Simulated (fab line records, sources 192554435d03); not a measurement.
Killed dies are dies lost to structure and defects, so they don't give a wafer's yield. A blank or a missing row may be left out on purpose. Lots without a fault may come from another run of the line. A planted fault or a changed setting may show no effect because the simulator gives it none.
Which tool did it? | flow n5_finfet | 24 lots, 72 wafers sampled, at 3 steps of a route of 1938

WHAT THE GAUGES READ, wafer by wafer
N5_BEOL_M5_CD_MEAS_28: target cd 30.6 nm, target cd y 20 nm.
lot  | measured     | on        | cd_nm (nm)
L074 | day 9 01:38  | cd_sem-03 | 30.91 31.14 30.04
L075 | day 9 04:21  | cd_sem-01 | 30.47 30.61 30.56
L078 | day 9 07:25  | cd_sem-02 | 30.61 30.79 30.68
L076 | day 9 07:22  | cd_sem-03 | 30.48 30.90 30.50
L077 | day 9 14:57  | cd_sem-03 | 30.92 30.63 30.82
L080 | day 9 21:51  | cd_sem-01 | 30.35 30.71 30.74
L081 | day 9 21:48  | cd_sem-02 | 30.44 30.28 30.46
L079 | day 10 04:35 | cd_sem-01 | 30.78 30.32 30.91
L083 | day 10 07:25 | cd_sem-02 | 30.83 30.86 30.71
L082 | day 10 08:52 | cd_sem-03 | 30.51 31.22 30.76
L084 | day 11 02:58 | cd_sem-02 | 30.74 30.34 30.29
L085 | day 11 08:20 | cd_sem-01 | 30.58 30.27 30.30
L086 | day 11 15:28 | cd_sem-01 | 30.51 30.60 30.57
L088 | day 11 18:31 | cd_sem-02 | 31.10 30.39 30.87
L092 | day 12 09:01 | cd_sem-03 | 30.78 30.86 30.93
L089 | day 12 09:05 | cd_sem-01 | 30.60 30.45 30.77
L087 | day 12 09:53 | cd_sem-03 | 31.31 30.90 31.17
L090 | day 12 17:29 | cd_sem-03 | 30.63 30.46 30.44
L091 | day 12 17:50 | cd_sem-02 | 30.20 30.74 29.85
L093 | day 12 23:46 | cd_sem-02 | 30.36 30.59 30.43
L094 | day 13 00:27 | cd_sem-01 | 30.35 30.49 30.33
L095 | day 14 06:44 | cd_sem-01 | 30.73 30.92 30.53
L097 | day 14 14:37 | cd_sem-02 | 30.32 30.36 30.49
L096 | day 15 10:05 | cd_sem-02 | 30.12 30.14 30.44

WHICH TOOL RAN EACH LOT (tool, then ch and the chambers of the sampled wafers, then the start)
lot  | N5_BEOL_M5_CURE_79            | N5_BEOL_M5_STRIP_19
L074 | uv_cure-02 ch 1, day 8 21:54  | rie_diel-04 ch 1,3, day 9 00:17
L075 | uv_cure-03 ch 2, day 9 00:50  | rie_diel-05 ch 0,3, day 9 03:19
L078 | uv_cure-01 ch 1, day 9 03:47  | rie_diel-04 ch 1,2, day 9 06:02
L076 | uv_cure-03 ch 1, day 9 03:58  | rie_diel-05 ch 0,1,2, day 9 06:13
L077 | uv_cure-01 ch 1, day 9 09:03  | rie_diel-05 ch 1,2,3, day 9 12:44
L080 | uv_cure-02 ch 2, day 9 17:58  | rie_diel-02 ch 0,1,3, day 9 20:38
L081 | uv_cure-03 ch 0, day 9 18:22  | rie_diel-05 ch 0,1,3, day 9 20:37
L079 | uv_cure-03 ch 0, day 10 00:46 | rie_diel-02 ch 1,3, day 10 03:59
L083 | uv_cure-01 ch 0, day 10 03:16 | rie_diel-05 ch 0,1,3, day 10 06:06
L082 | uv_cure-03 ch 1, day 10 03:50 | rie_diel-05 ch 1,2, day 10 07:16
L084 | uv_cure-01 ch 1, day 10 23:31 | rie_diel-04 ch 0,2,3, day 11 02:24
L085 | uv_cure-02 ch 2, day 11 03:35 | rie_diel-05 ch 0,2, day 11 05:32
L086 | uv_cure-02 ch 0, day 11 11:14 | rie_diel-04 ch 0,2,3, day 11 13:53
L088 | uv_cure-01 ch 0, day 11 14:36 | rie_diel-02 ch 0,1,3, day 11 17:20
L092 | uv_cure-03 ch 0, day 12 04:57 | rie_diel-04 ch 1,2,3, day 12 08:31
L089 | uv_cure-03 ch 1, day 12 06:51 | rie_diel-04 ch 1,2, day 12 08:39
L087 | uv_cure-01 ch 2, day 12 06:53 | rie_diel-04 ch 1,2, day 12 09:14
L090 | uv_cure-01 ch 0, day 12 11:01 | rie_diel-04 ch 0,1,3, day 12 16:58
L091 | uv_cure-02 ch 0, day 12 12:48 | rie_diel-04 ch 0,2,3, day 12 17:25
L093 | uv_cure-02 ch 2, day 12 19:50 | rie_diel-04 ch 0,2,3, day 12 22:27
L094 | uv_cure-02 ch 1, day 12 21:41 | rie_diel-02 ch 2,3, day 12 23:58
L095 | uv_cure-03 ch 1, day 14 03:23 | rie_diel-05 ch 0,2, day 14 05:30
L097 | uv_cure-01 ch 1, day 14 09:19 | rie_diel-02 ch 0,2,3, day 14 14:14
L096 | uv_cure-02 ch 2, day 15 05:46 | rie_diel-04 ch 0,1,3, day 15 08:21
- N5_BEOL_M5_CURE_79: cures SiCOH lowk, time 240 s.
- N5_BEOL_M5_STRIP_19: strips in O2.

WHAT THE TOOLS THEMSELVES READ (means of the sampled wafers that have a number; where no wafer has one, the mark that the record gives instead)
N5_BEOL_M5_CURE_79.
lot  | tool       | lamp_power_pct (%) | wafer_temp_C_max
L074 | uv_cure-02 | 52.28              | 386.9
L075 | uv_cure-03 | 52.36              | 387.2
L078 | uv_cure-01 | 52.32              | 387.1
L076 | uv_cure-03 | 52.31              | 386.8
L077 | uv_cure-01 | 52.32              | 387.4
L080 | uv_cure-02 | 52.31              | 387.7
L081 | uv_cure-03 | 52.33              | 386.8
L079 | uv_cure-03 | 52.38              | 387.2
L083 | uv_cure-01 | 52.30              | 388.5
L082 | uv_cure-03 | 52.27              | 386.4
L084 | uv_cure-01 | 52.35              | 387.6
L085 | uv_cure-02 | 52.35              | 387.5
L086 | uv_cure-02 | 52.37              | 386.4
L088 | uv_cure-01 | 52.32              | 388.5
L092 | uv_cure-03 | 52.33              | 386.6
L089 | uv_cure-03 | 52.33              | 386.7
L087 | uv_cure-01 | 52.28              | 386.8
L090 | uv_cure-01 | 52.25              | 388.1
L091 | uv_cure-02 | 52.32              | 386.4
L093 | uv_cure-02 | 52.25              | 387.0
L094 | uv_cure-02 | 52.31              | 386.6
L095 | uv_cure-03 | 52.29              | 386.8
L097 | uv_cure-01 | 52.35              | 387.3
L096 | uv_cure-02 | 52.34              | 387.2

N5_BEOL_M5_STRIP_19.
lot  | tool        | drypump_motor_current_A (A) | oes_product_au (a.u.) | rf_vpp_V (V) | showerhead_plenum_p_Torr (Torr) | throttle_valve_pct (%)
L074 | rie_diel-04 | 5.4                         | 0.82                  | 3.7          | 2.07                            | 16.3
L075 | rie_diel-05 | 6.1                         | 0.70                  | 3.6          | 2.13                            | 17.0
L078 | rie_diel-04 | 5.3                         | 0.76                  | 3.7          | 2.10                            | 16.8
L076 | rie_diel-05 | 6.0                         | 0.76                  | 3.6          | 2.08                            | 16.6
L077 | rie_diel-05 | 5.6                         | 0.76                  | 3.2          | 2.05                            | 16.7
L080 | rie_diel-02 | 5.8                         | 0.77                  | 3.7          | 2.16                            | 16.7
L081 | rie_diel-05 | 5.8                         | 0.69                  | 3.6          | 2.10                            | 17.0
L079 | rie_diel-02 | 5.6                         | 0.81                  | 3.6          | 2.21                            | 16.6
L083 | rie_diel-05 | 5.7                         | 0.69                  | 3.0          | 2.10                            | 17.0
L082 | rie_diel-05 | 5.6                         | 0.83                  | 3.7          | 2.04                            | 16.4
L084 | rie_diel-04 | 5.1                         | 0.85                  | 3.4          | 2.17                            | 16.4
L085 | rie_diel-05 | 6.0                         | 0.82                  | 4.1          | 2.07                            | 16.5
L086 | rie_diel-04 | 5.0                         | 0.84                  | 3.8          | 2.16                            | 16.4
L088 | rie_diel-02 | 5.7                         | 0.76                  | 3.9          | 2.16                            | 16.8
L092 | rie_diel-04 | 5.4                         | 0.88                  | 3.5          | 2.16                            | 16.5
L089 | rie_diel-04 | 5.3                         | 0.85                  | 3.8          | 2.18                            | 16.7
L087 | rie_diel-04 | 5.8                         | 0.94                  | 3.0          | 2.22                            | 16.7
L090 | rie_diel-04 | 5.5                         | 0.90                  | 4.0          | 2.20                            | 16.3
L091 | rie_diel-04 | 5.1                         | 0.83                  | 3.9          | 2.16                            | 16.4
L093 | rie_diel-04 | 5.1                         | 0.83                  | 3.5          | 2.16                            | 16.4
L094 | rie_diel-02 | 5.5                         | 0.86                  | 4.0          | 2.18                            | 16.6
L095 | rie_diel-05 | 6.0                         | 0.79                  | 3.3          | 2.06                            | 16.5
L097 | rie_diel-02 | 5.6                         | 0.81                  | 3.6          | 2.12                            | 16.8
L096 | rie_diel-04 | 5.5                         | 0.86                  | 3.7          | 2.19                            | 16.4

THE ANSWER, worked out from the rows above alone
Rule: what is usual is taken from the lots themselves. Put in order of their means at a reading, lots are off if they are a third of the lots or fewer, leave a main group of 4 or more, and stand apart from it by a gap of 3 or more times the standard deviation of the main group's means; of several such gaps the widest counts. A main group whose means are all the same, to the digits that the tables above print for the reading, isn't used. A lot without any number at a reading at which 4 lots or more have one is off too. The other lots that the step has rows for count as sound. The gauges are gone through in route order, then the tools' own readings, and for those a lot's mean is taken as printed above. The first step at which some lot is off is used, and at that step the reading that is off furthest; a lot without a number counts as furthest.
No lot is off at any reading shown: from this, nothing can be told.

WHAT THE SIMULATOR HAD PUT IN
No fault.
